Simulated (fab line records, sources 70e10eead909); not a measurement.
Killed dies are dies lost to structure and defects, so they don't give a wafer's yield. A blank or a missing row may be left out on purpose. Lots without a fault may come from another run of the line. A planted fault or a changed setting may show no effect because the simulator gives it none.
Which tool did it? | flow nand_harc | 24 lots, 72 wafers sampled, at 6 steps of a route of 1159

WHAT THE GAUGES READ, wafer by wafer
NHARC_P_STI_INSPECT_25. Usual: raw_defect_count 242, standard deviation 86.
lot  | measured    | on                | raw_defect_count | flag
L074 | day 3 16:46 | defect_inspect-01 | 322 307 269      |
L075 | day 4 00:55 | defect_inspect-02 | 234 172 300      |
L076 | day 4 09:01 | defect_inspect-01 | 214 126 135      |
L077 | day 4 09:01 | defect_inspect-02 | 235 194 311      |
L078 | day 4 15:02 | defect_inspect-02 | 226 253 129      |
L079 | day 4 23:48 | defect_inspect-01 | 168 146 265      |
L080 | day 5 06:59 | defect_inspect-02 | 92 152 189       |
L081 | day 5 06:58 | defect_inspect-01 | 221 238 304      |
L082 | day 5 16:23 | defect_inspect-01 | 330 273 267      |
L083 | day 6 00:29 | defect_inspect-01 | 178 237 174      |
L084 | day 6 06:50 | defect_inspect-01 | 300 461 264      |
L085 | day 6 06:50 | defect_inspect-02 | 335 271 218      |
L086 | day 6 23:17 | defect_inspect-01 | 203 309 209      |
L087 | day 6 23:17 | defect_inspect-01 | 259 297 247      |
L088 | day 6 23:17 | defect_inspect-02 | 316 429 372      |
L089 | day 7 13:13 | defect_inspect-02 | 176 210 128      |
L090 | day 7 13:13 | defect_inspect-01 | 272 202 307      |
L091 | day 7 22:31 | defect_inspect-01 | 170 192 206      |
L092 | day 8 05:04 | defect_inspect-01 | 245 233 252      |
L093 | day 8 10:16 | defect_inspect-02 | 129 165 132      |
L094 | day 8 17:33 | defect_inspect-02 | 252 197 292      |
L095 | day 8 23:38 | defect_inspect-01 | 268 322 274      |
L096 | day 9 06:13 | defect_inspect-02 | 247 207 417      |
L097 | day 9 13:35 | defect_inspect-01 | 342 371 237      |

NHARC_P_CONTACT_INSPECT_14. Usual: raw_defect_count 3.8, standard deviation 2.3.
lot  | measured     | on                | raw_defect_count | flag
L074 | day 5 14:55  | defect_inspect-02 | 1 8 2            |
L075 | day 6 00:28  | defect_inspect-01 | 3 3 3            |
L076 | day 6 03:44  | defect_inspect-01 | 8 11 7           |
L077 | day 6 03:00  | defect_inspect-01 | 0 1 4            |
L078 | day 6 10:02  | defect_inspect-02 | 3 7 5            |
L079 | day 6 23:13  | defect_inspect-02 | 0 3 3            |
L080 | day 6 23:52  | defect_inspect-01 | 7 2 3            |
L081 | day 6 23:34  | defect_inspect-02 | 2 2 2            |
L082 | day 7 17:29  | defect_inspect-01 | 2 5 1            |
L083 | day 7 20:05  | defect_inspect-01 | 2 7 4            |
L084 | day 8 00:33  | defect_inspect-01 | 8 2 7            |
L085 | day 8 02:23  | defect_inspect-01 | 1 1 2            |
L086 | day 8 18:46  | defect_inspect-01 | 4 4 1            |
L087 | day 8 18:06  | defect_inspect-01 | 8 1 1            |
L088 | day 8 17:41  | defect_inspect-02 | 1 5 4            |
L089 | day 9 09:37  | defect_inspect-02 | 1 3 5            |
L090 | day 9 10:33  | defect_inspect-01 | 4 2 2            |
L091 | day 9 16:57  | defect_inspect-01 | 2 7 3            |
L092 | day 10 03:20 | defect_inspect-02 | 3 4 0            |
L093 | day 10 07:54 | defect_inspect-02 | 5 4 2            |
L094 | day 10 15:20 | defect_inspect-01 | 0 1 4            |
L095 | day 10 21:14 | defect_inspect-01 | 1 3 6            |
L096 | day 11 01:10 | defect_inspect-02 | 6 4 5            |
L097 | day 11 10:11 | defect_inspect-02 | 3 4 2            |

WHICH TOOL RAN EACH LOT (tool, then ch and the chambers of the sampled wafers, then the start)
lot  | NHARC_P_ZERO_WELL_ETCH_65         | NHARC_P_GATE_STRIP_111               | NHARC_P_GATE_STRIP_113               | NHARC_P_GATE_DEGAS_109
L074 | rie_diel-12 ch 2,3, day 1 13:30   | plasma_asher-02 ch 0,1, day 5 07:15  | plasma_asher-02 ch 0,1, day 5 10:56  | pvd_sputter-02, day 5 12:10
L075 | rie_diel-12 ch 0,2,3, day 1 19:22 | plasma_asher-02 ch 0,1, day 5 16:28  | plasma_asher-01 ch 0,1, day 5 19:58  | pvd_sputter-03, day 5 21:38
L076 | rie_diel-11 ch 1,2,3, day 2 01:30 | plasma_asher-02 ch 0,1, day 5 20:02  | plasma_asher-01 ch 0,1, day 5 23:45  | pvd_sputter-03, day 6 01:08
L077 | rie_diel-01 ch 1,2,3, day 2 07:29 | plasma_asher-01 ch 0,1, day 5 19:19  | plasma_asher-01 ch 0,1, day 5 22:44  | pvd_sputter-03, day 6 00:19
L078 | rie_diel-12 ch 2,3, day 2 13:29   | plasma_asher-02 ch 0,1, day 6 02:06  | plasma_asher-02 ch 0,1, day 6 05:54  | pvd_sputter-02, day 6 07:08
L079 | rie_diel-11 ch 0,1,2, day 2 19:30 | plasma_asher-01 ch 0,1, day 6 14:59  | plasma_asher-02 ch 0,1, day 6 18:40  | pvd_sputter-02, day 6 20:14
L080 | rie_diel-01 ch 2,3, day 3 01:22   | plasma_asher-01 ch 0,1, day 6 16:00  | plasma_asher-02 ch 0,1, day 6 19:47  | pvd_sputter-01, day 6 21:11
L081 | rie_diel-11 ch 0,2,3, day 3 07:21 | plasma_asher-02 ch 0,1, day 6 15:32  | plasma_asher-01 ch 0,1, day 6 19:09  | pvd_sputter-02, day 6 20:57
L082 | rie_diel-01 ch 1,2,3, day 3 13:30 | plasma_asher-02 ch 0,1, day 7 09:34  | plasma_asher-01 ch 0,1, day 7 13:10  | pvd_sputter-02, day 7 14:32
L083 | rie_diel-12 ch 0,1,2, day 3 19:40 | plasma_asher-02 ch 0,1, day 7 12:36  | plasma_asher-01 ch 0,1, day 7 16:09  | pvd_sputter-02, day 7 17:23
L084 | rie_diel-12 ch 0,2,3, day 4 01:29 | plasma_asher-01 ch 0,1, day 7 17:02  | plasma_asher-01 ch 0,1, day 7 20:23  | pvd_sputter-03, day 7 21:59
L085 | rie_diel-01 ch 0,2, day 4 07:22   | plasma_asher-01 ch 0, day 7 18:26    | plasma_asher-02 ch 0,1, day 7 22:04  | pvd_sputter-02, day 7 23:32
L086 | rie_diel-11 ch 0,1,3, day 4 13:22 | plasma_asher-02 ch 0,1, day 8 10:31  | plasma_asher-01 ch 0,1, day 8 14:23  | pvd_sputter-02, day 8 15:54
L087 | rie_diel-11 ch 0,2,3, day 4 19:23 | plasma_asher-02 ch 0,1, day 8 10:11  | plasma_asher-02 ch 0,1, day 8 13:47  | pvd_sputter-02, day 8 15:23
L088 | rie_diel-11 ch 0,1,2, day 5 01:23 | plasma_asher-01 ch 0,1, day 8 09:59  | plasma_asher-01 ch 0,1, day 8 13:30  | pvd_sputter-01, day 8 15:05
L089 | rie_diel-12 ch 0,1,3, day 5 07:26 | plasma_asher-01 ch 0,1, day 9 01:44  | plasma_asher-01 ch 0,1, day 9 05:19  | pvd_sputter-01, day 9 06:44
L090 | rie_diel-12 ch 1,2,3, day 5 13:22 | plasma_asher-01 ch 0,1, day 9 02:33  | plasma_asher-01 ch 0, day 9 06:06    | pvd_sputter-02, day 9 07:50
L091 | rie_diel-01 ch 0,1,2, day 5 19:39 | plasma_asher-01 ch 0,1, day 9 09:25  | plasma_asher-02 ch 0,1, day 9 12:47  | pvd_sputter-01, day 9 14:23
L092 | rie_diel-01 ch 0,2,3, day 6 01:29 | plasma_asher-01 ch 0,1, day 9 19:25  | plasma_asher-01 ch 0,1, day 9 23:01  | pvd_sputter-01, day 10 00:37
L093 | rie_diel-12 ch 1,2,3, day 6 07:29 | plasma_asher-02 ch 0,1, day 10 00:11 | plasma_asher-01 ch 0,1, day 10 03:40 | pvd_sputter-03, day 10 05:07
L094 | rie_diel-01 ch 0,2,3, day 6 13:29 | plasma_asher-01 ch 0,1, day 10 07:11 | plasma_asher-02 ch 0,1, day 10 10:53 | pvd_sputter-01, day 10 12:36
L095 | rie_diel-11 ch 1,2,3, day 6 19:31 | plasma_asher-01 ch 0,1, day 10 10:25 | plasma_asher-01 ch 0,1, day 10 17:18 | pvd_sputter-01, day 10 18:39
L096 | rie_diel-11 ch 0,2, day 7 01:34   | plasma_asher-02 ch 0,1, day 10 16:50 | plasma_asher-02 ch 0,1, day 10 20:18 | pvd_sputter-01, day 10 21:54
L097 | rie_diel-11 ch 0,1,2, day 7 07:22 | plasma_asher-02 ch 0,1, day 11 02:11 | plasma_asher-01 ch 0,1, day 11 05:33 | pvd_sputter-03, day 11 07:08
- NHARC_P_ZERO_WELL_ETCH_65: etches the open film in N2/H2, target depth 80 nm, overetch 24 nm, time 87.88 s.
- NHARC_P_GATE_STRIP_111: strips in N2/H2, time 250 s.
- NHARC_P_GATE_STRIP_113: strips in N2/H2, time 740 s.
- NHARC_P_GATE_DEGAS_109: time 60 s.

WHAT THE TOOLS THEMSELVES READ (means of the sampled wafers that have a number; where no wafer has one, the mark that the record gives instead)
NHARC_P_ZERO_WELL_ETCH_65. Usual: drypump_motor_current_A 5.6 A, standard deviation 0.54; oes_product_au 0.999 a.u., standard deviation 0.0098; rf_fwd_power_W 397.2 W, standard deviation 1.5; rf_vpp_V 430.9 V, standard deviation 2.4; showerhead_plenum_p_Torr 2.06 Torr, standard deviation 0.083; throttle_valve_pct 14.171 %, standard deviation 0.0091.
lot  | tool        | drypump_motor_current_A (A) | oes_product_au (a.u.) | rf_fwd_power_W (W) | rf_vpp_V (V) | showerhead_plenum_p_Torr (Torr) | throttle_valve_pct (%) | flag
L074 | rie_diel-12 | 6.0                         | 1.002                 | 397.4              | 430.5        | 2.06                            | 14.165                 |
L075 | rie_diel-12 | 5.9                         | 1.005                 | 398.4              | 430.7        | 2.05                            | 14.175                 |
L076 | rie_diel-11 | 5.3                         | 0.988                 | 398.6              | 429.4        | 2.03                            | 14.172                 |
L077 | rie_diel-01 | 5.7                         | 0.998                 | 397.7              | 431.1        | 2.08                            | 14.173                 |
L078 | rie_diel-12 | 6.0                         | 0.988                 | 397.0              | 431.3        | 2.06                            | 14.179                 |
L079 | rie_diel-11 | 5.4                         | 0.998                 | 397.2              | 430.5        | 2.04                            | 14.170                 |
L080 | rie_diel-01 | 5.2                         | 0.997                 | 398.2              | 431.1        | 2.05                            | 14.175                 |
L081 | rie_diel-11 | 5.2                         | 0.998                 | 396.5              | 432.8        | 2.10                            | 14.167                 |
L082 | rie_diel-01 | 5.7                         | 1.005                 | 396.9              | 431.6        | 2.08                            | 14.175                 |
L083 | rie_diel-12 | 6.1                         | 1.003                 | 397.1              | 430.2        | 2.03                            | 14.172                 |
L084 | rie_diel-12 | 5.9                         | 0.999                 | 397.1              | 431.1        | 2.05                            | 14.173                 |
L085 | rie_diel-01 | 5.2                         | 1.003                 | 396.4              | 431.4        | 2.04                            | 14.175                 |
L086 | rie_diel-11 | 5.6                         | 1.003                 | 396.5              | 432.2        | 2.11                            | 14.168                 |
L087 | rie_diel-11 | 5.2                         | 1.006                 | 397.1              | 431.5        | 2.10                            | 14.164                 |
L088 | rie_diel-11 | 5.4                         | 1.000                 | 397.4              | 430.2        | 2.04                            | 14.170                 |
L089 | rie_diel-12 | 6.2                         | 0.995                 | 395.7              | 432.7        | 2.09                            | 14.177                 |
L090 | rie_diel-12 | 6.2                         | 0.996                 | 397.4              | 430.3        | 2.03                            | 14.177                 |
L091 | rie_diel-01 | 5.6                         | 0.997                 | 397.7              | 431.8        | 2.07                            | 14.180                 |
L092 | rie_diel-01 | 5.2                         | 1.003                 | 397.7              | 430.8        | 2.04                            | 14.168                 |
L093 | rie_diel-12 | 6.2                         | 0.997                 | 396.6              | 430.6        | 2.03                            | 14.166                 |
L094 | rie_diel-01 | 5.2                         | 0.997                 | 398.3              | 430.9        | 2.04                            | 14.169                 |
L095 | rie_diel-11 | 5.3                         | 0.995                 | 396.5              | 430.1        | 2.03                            | 14.175                 |
L096 | rie_diel-11 | 5.0                         | 1.000                 | 396.2              | 430.2        | 2.03                            | 14.166                 |
L097 | rie_diel-11 | 5.4                         | 0.999                 | 397.4              | 431.4        | 2.04                            | 14.165                 |

NHARC_P_GATE_STRIP_111. Usual: drypump_motor_current_A 5.6 A, standard deviation 0.41; heater_power_w 86 W, standard deviation 11; rf_refl_power_W 17 W, standard deviation 6.3.
lot  | tool            | drypump_motor_current_A (A) | heater_power_w (W) | rf_refl_power_W (W) | flag
L074 | plasma_asher-02 | 5.9                         | 87                 | 12                  |
L075 | plasma_asher-02 | 5.9                         | 87                 | 12                  |
L076 | plasma_asher-02 | 5.8                         | 88                 | 11                  |
L077 | plasma_asher-01 | 5.6                         | 88                 | 19                  |
L078 | plasma_asher-02 | 5.9                         | 88                 | 12                  |
L079 | plasma_asher-01 | 5.6                         | 87                 | 19                  |
L080 | plasma_asher-01 | 5.2                         | 80                 | 21                  |
L081 | plasma_asher-02 | 5.7                         | 90                 | 17                  |
L082 | plasma_asher-02 | 5.7                         | 91                 | 17                  |
L083 | plasma_asher-02 | 5.9                         | 86                 | 12                  |
L084 | plasma_asher-01 | 5.6                         | 88                 | 18                  |
L085 | plasma_asher-01 | 5.9                         | 97                 | 16                  |
L086 | plasma_asher-02 | 5.8                         | 88                 | 12                  |
L087 | plasma_asher-02 | 5.7                         | 90                 | 16                  |
L088 | plasma_asher-01 | 5.6                         | 90                 | 18                  |
L089 | plasma_asher-01 | 5.6                         | 87                 | 19                  |
L090 | plasma_asher-01 | 5.3                         | 79                 | 21                  |
L091 | plasma_asher-01 | 5.6                         | 87                 | 18                  |
L092 | plasma_asher-01 | 5.5                         | 87                 | 19                  |
L093 | plasma_asher-02 | 5.7                         | 90                 | 17                  |
L094 | plasma_asher-01 | 5.2                         | 79                 | 21                  |
L095 | plasma_asher-01 | 5.2                         | 78                 | 21                  |
L096 | plasma_asher-02 | 5.7                         | 90                 | 17                  |
L097 | plasma_asher-02 | 5.9                         | 86                 | 12                  |

NHARC_P_GATE_STRIP_113. Usual: drypump_motor_current_A 5.5 A, standard deviation 0.44; heater_power_w 85 W, standard deviation 11; rf_refl_power_W 18 W, standard deviation 5.8.
lot  | tool            | drypump_motor_current_A (A) | heater_power_w (W) | rf_refl_power_W (W) | flag
L074 | plasma_asher-02 | 5.9                         | 88                 | 12                  |
L075 | plasma_asher-01 | 5.3                         | 77                 | 21                  |
L076 | plasma_asher-01 | 5.2                         | 79                 | 21                  |
L077 | plasma_asher-01 | 5.6                         | 88                 | 18                  |
L078 | plasma_asher-02 | 5.8                         | 88                 | 12                  |
L079 | plasma_asher-02 | 5.9                         | 86                 | 12                  |
L080 | plasma_asher-02 | 5.8                         | 86                 | 12                  |
L081 | plasma_asher-01 | 5.2                         | 80                 | 21                  |
L082 | plasma_asher-01 | 5.3                         | 79                 | 21                  |
L083 | plasma_asher-01 | 5.2                         | 78                 | 21                  |
L084 | plasma_asher-01 | 5.2                         | 80                 | 21                  |
L085 | plasma_asher-02 | 5.7                         | 91                 | 16                  |
L086 | plasma_asher-01 | 5.6                         | 87                 | 19                  |
L087 | plasma_asher-02 | 5.8                         | 86                 | 12                  |
L088 | plasma_asher-01 | 5.6                         | 87                 | 18                  |
L089 | plasma_asher-01 | 5.6                         | 88                 | 19                  |
L090 | plasma_asher-01 | 5.9                         | 97                 | 16                  |
L091 | plasma_asher-02 | 5.9                         | 86                 | 12                  |
L092 | plasma_asher-01 | 5.6                         | 88                 | 18                  |
L093 | plasma_asher-01 | 5.3                         | 78                 | 21                  |
L094 | plasma_asher-02 | 5.7                         | 88                 | 17                  |
L095 | plasma_asher-01 | 5.2                         | 79                 | 21                  |
L096 | plasma_asher-02 | 5.8                         | 86                 | 12                  |
L097 | plasma_asher-01 | 5.6                         | 88                 | 19                  |

NHARC_P_GATE_DEGAS_109. Usual: heater_power_w 455 W, standard deviation 58.
lot  | tool           | heater_power_w (W) | flag
L074 | pvd_sputter-02 | 443                |
L075 | pvd_sputter-03 | 449                |
L076 | pvd_sputter-03 | 440                |
L077 | pvd_sputter-03 | 474                |
L078 | pvd_sputter-02 | 486                |
L079 | pvd_sputter-02 | 548                |
L080 | pvd_sputter-01 | 388                |
L081 | pvd_sputter-02 | 509                |
L082 | pvd_sputter-02 | 496                |
L083 | pvd_sputter-02 | 526                |
L084 | pvd_sputter-03 | 462                |
L085 | pvd_sputter-02 | 429                |
L086 | pvd_sputter-02 | 507                |
L087 | pvd_sputter-02 | 495                |
L088 | pvd_sputter-01 | 436                |
L089 | pvd_sputter-01 | 384                |
L090 | pvd_sputter-02 | 514                |
L091 | pvd_sputter-01 | 394                |
L092 | pvd_sputter-01 | 436                |
L093 | pvd_sputter-03 | 460                |
L094 | pvd_sputter-01 | 419                |
L095 | pvd_sputter-01 | 412                |
L096 | pvd_sputter-01 | 403                |
L097 | pvd_sputter-03 | 472                |

THE ANSWER, worked out from the rows above alone
Rule: a lot is off if the mean of its wafers that have a number lies more than 3 standard deviations from the usual mean. A lot without any number at a reading at which 4 lots or more have one is off too. The other lots that the step has rows for count as sound. The gauges are gone through in route order, then the tools' own readings, and for those a lot's mean is taken as printed above. The first step at which some lot is off is used, and at that step the reading that is off furthest; a lot without a number counts as furthest.
No lot is off at any reading shown: from this, nothing can be told.

WHAT THE SIMULATOR HAD PUT IN
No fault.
